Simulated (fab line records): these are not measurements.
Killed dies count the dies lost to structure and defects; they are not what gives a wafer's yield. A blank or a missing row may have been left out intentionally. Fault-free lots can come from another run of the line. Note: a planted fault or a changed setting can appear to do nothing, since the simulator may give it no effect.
A lot that was struck, set against a sound lot ; flow nand-harc ; 14 steps out of a route of 1302
Sound: these wafers, L354.2, L354.3, L354.5. Struck: wafers L345.2, L345.4, L345.5. At the end, the cause is stated.
Per side, at each step with rows, come the tool, then ch with its chambers, and then its first start. Under that, the readings that differ: sound wafers ; struck wafers ; difference of the means ; sigmas: that difference in standard deviations of wafers without a fault.
alike: readings whose means differ by less than 2 such deviations, and words and numbers that are the same on both sides. not compared: withheld readings, readings that some wafer has no value for, bounds like >300 that may hide the same value, and numbers for which the record gives no deviation and whose values overlap.
The two part at a step that has a row with sigmas, a row that says differs or no value, or rows on one side only. Non-overlapping numbers with no deviation appear without sigmas and do not part them. A reading that every wafer of one side lacks parts them only if that side has two wafers or more.

first, 1 step without rows for these wafers: NHARC_P_GATE_HARDBAKE_47 (time 80 s).
NHARC_P_GATE_DESCUM_48: chemistry O2, time 3 s.
  sound on rie-diel-02 ch 0,1,2, day 13 23:34; struck on rie-diel-07 ch 0,1,2, day 10 08:28
  alike: drypump-motor-current-A, oes-product-au, rf-vpp-V, showerhead-plenum-p-Torr, throttle-valve-pct
  not compared: rf-hours-counter-h
following that, these wafers have no rows for 1 step: NHARC_P_GATE_IMPLANT_49.
NHARC_P_GATE_STRIP_111: strips in N2/H2, time 250 s.
  sound on plasma-asher-02 ch 0,1, day 13 23:59; struck on plasma-asher-02 ch 0,1, day 10 08:52
  alike: drypump-motor-current-A, heater-power-w, temp-c
  not compared: rf-hours-counter-h
NHARC_P_GATE_STRIP_75: strips in O2.
  sound on plasma-asher-02 ch 0,1, day 14 00:14; struck on plasma-asher-02 ch 0,1, day 10 09:08
reading;sound;struck;difference;sigmas
temp-c (C);249.95 249.66 249.95;250.06 250.13 250.45;+0.36;+2
  alike: drypump-motor-current-A, heater-power-w
  not compared: rf-hours-counter-h
then, 7 steps without rows for these wafers: NHARC_P_GATE_STRIP_50 (strips in SPM, time 900 s); NHARC_P_GATE_DEHYDRATE_51 (time 120 s); NHARC_P_GATE_HMDS_52 (time 30 s); NHARC_P_GATE_COAT_53; NHARC_P_GATE_SOFTBAKE_54 (time 95 s); NHARC_P_GATE_EBR_55; NHARC_P_GATE_EXPOSE_56 (exposes mask P PSD, target cd 720 nm).
NHARC_P_GATE_PEB_57: peb time 85 s.
  struck on litho-track-02, day 10 09:58; sound on litho-track-07 ch 0, day 14 01:05
  no value came back on the struck wafers for chill-plate-temp-C (C), exhaust-pa (Pa); on the sound wafers chill-plate-temp-C (C) reads 23.01 23.22 23.11
then, 1 step without rows for these wafers: NHARC_P_GATE_DEVELOP_58 (time 70 s).

== WHERE THEY PART ==
Last at NHARC_P_GATE_PEB_57 as far as this record goes, first at NHARC_P_GATE_STRIP_75.

WHY: the cause the simulator had injected
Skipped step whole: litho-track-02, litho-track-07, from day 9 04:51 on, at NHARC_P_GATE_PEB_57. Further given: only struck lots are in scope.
